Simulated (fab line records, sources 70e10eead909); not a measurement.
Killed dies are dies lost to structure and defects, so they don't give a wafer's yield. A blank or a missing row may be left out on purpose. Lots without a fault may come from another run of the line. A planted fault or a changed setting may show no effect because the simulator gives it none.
A struck lot beside a sound one | flow nand_harc | 18 steps out of a route of 1159
Sound: wafers L848.2, L848.3, L848.5. Struck: wafers L852.1, L852.2, L852.4. The cause comes at the end.
At each step with rows: each side's tool, then ch and its chambers, then its first start. Under that, the readings that differ: sound wafers | struck wafers | difference of the means | sigmas: that difference in standard deviations of wafers without a fault.
alike: readings whose means differ by less than 2 such deviations, and words and numbers that are the same on both sides. not compared: withheld readings, readings that some wafer has no value for, bounds like >300 that may hide the same value, and numbers for which the record gives no deviation and whose values overlap.
The two part at a step that has a row with sigmas, a row that says differs or no value, or rows on one side only. Numbers that don't overlap but have no deviation are shown without sigmas and don't part them. A reading that every wafer of one side lacks parts them only if that side has two wafers or more.

first, 2 steps without rows for these wafers: NHARC_A_BONDPAD_HARDBAKE_10 (time 65 s); NHARC_A_BONDPAD_DESCUM_11 (chemistry O2, time 3 s).
NHARC_A_BONDPAD_ETCH_34: etches the open film in N2/H2, target depth 60 nm, overetch 18 nm, time 65.91 s.
  sound on rie_diel-02 ch 0,1,3, day 20 04:42; struck on rie_diel-03 ch 1,2,3, day 21 00:01
  alike: drypump_motor_current_A, oes_product_au, rf_vpp_V, showerhead_plenum_p_Torr, throttle_valve_pct
  not compared: rf_hours_counter_h
then, 1 step without rows for these wafers: NHARC_A_BONDPAD_ETCH_12 (etches the open film in CHF3/O2, target depth 220 nm, time 110 s).
NHARC_A_BONDPAD_CD_MEAS_13:
  sound on cd_sem-01, day 20 04:58; struck on cd_sem-01, day 21 00:14
  alike: cd_nm
then, 1 step without rows for these wafers: NHARC_A_BONDPAD_STRIP_15 (strips in O2).
NHARC_A_BONDPAD_ETCH_24: etches the open film in CF4/N2, target depth 30 nm, time 72.99 s.
  sound on rie_diel-02 ch 0,3, day 20 05:13; struck on rie_diel-03 ch 0,1,3
  alike: drypump_motor_current_A, oes_product_au, rf_vpp_V, showerhead_plenum_p_Torr, throttle_valve_pct
  not compared: rf_hours_counter_h
then, 3 steps without rows for these wafers: NHARC_A_BONDPAD_STRIP_16 (strips in post etch residue remover, time 600 s); NHARC_A_BONDPAD_DEGAS_25 (time 60 s); NHARC_A_BONDPAD_PRE_CLEAN_26 (time 30 s).
NHARC_A_BONDPAD_PVD_17: deposits TaN, target thk 5 nm, time 8.06 s.
  sound on pvd_sputter-01; struck on pvd_sputter-01
  alike: throttle_valve_pct
NHARC_A_BONDPAD_PVD_27: deposits Cu, target thk 30 nm, time 20.49 s.
  sound on pvd_sputter-01; struck on pvd_sputter-01
  alike: throttle_valve_pct
NHARC_A_BONDPAD_ECD_18: material Cu, target thk 400 nm.
  sound on ecd_cu-02 ch 0,1, day 20 06:02; struck on ecd_cu-02 ch 0,1, day 21 01:14
  no value came back on the struck wafers for bath_heat_duty_pct (%), bath_temp_c (C); on the sound wafers bath_heat_duty_pct (%) reads 6.6 4.8 5.7
then, 1 step without rows for these wafers: NHARC_A_BONDPAD_ANNEAL_28 (time 90 s).
NHARC_A_BONDPAD_CMP_19: polishes, t overpolish 30 s, cu recess touch 16 s, target thk 169.8 nm.
  sound on cmp-03 ch 1,2, day 20 06:44; struck on cmp-03 ch 1,2,3, day 21 01:57
  alike: motor_current_A, overpolish_run_s, slurry_filter_dp_kPa, slurry_flow_ml_min
NHARC_A_BONDPAD_THK_MEAS_20: measures by xrf.
  sound on film_metro-02, day 20 07:02; struck on film_metro-01, day 21 02:17
  reading     | sound             | struck         | difference | sigmas
  thk_nm (nm) | 169.6 171.5 170.8 | 31.1 31.0 30.1 | -139.9     | -93
then, 1 step without rows for these wafers: NHARC_A_BONDPAD_SRD_21 (time 30 s, dry time 20 s).
NHARC_END_SORT_01:
  sound on prober-01 ch 0, day 21 23:55; struck on prober-02 ch 0, day 22 03:17
  reading                  | sound | struck         | difference | sigmas
  defect_limited_yield (%) | 96.0  | 0 0 0          | -96        | -74
  killed_at_array          | 23    | 674 674 677    | +652       | +76
  killed_dies              | 27    | 677 677 677    | +650       | +75
  sort_bin_2_pct (%)       | 0.7   | 97.2 96.5 97.6 | +96.4      | +99 or more
  sort_n_pass              | 650   | 0 0 0          | -650       | -75
  sort_rim_yield_pct (%)   | 98.1  | 0 0 0          | -98        | -70
  sort_yield_pct (%)       | 96.0  | 0 0 0          | -96        | -74
  alike: killed_at_other, killed_at_periphery, killed_open, killed_short, sort_bin_3_pct, sort_bin_4_pct

WHERE THEY PART
First at NHARC_A_BONDPAD_ECD_18; last, within this record, at NHARC_END_SORT_01.

WHY: what the simulator had put in
Skipped step whole: ecd_cu-02, from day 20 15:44 on, at NHARC_A_BONDPAD_ECD_18. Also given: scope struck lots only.
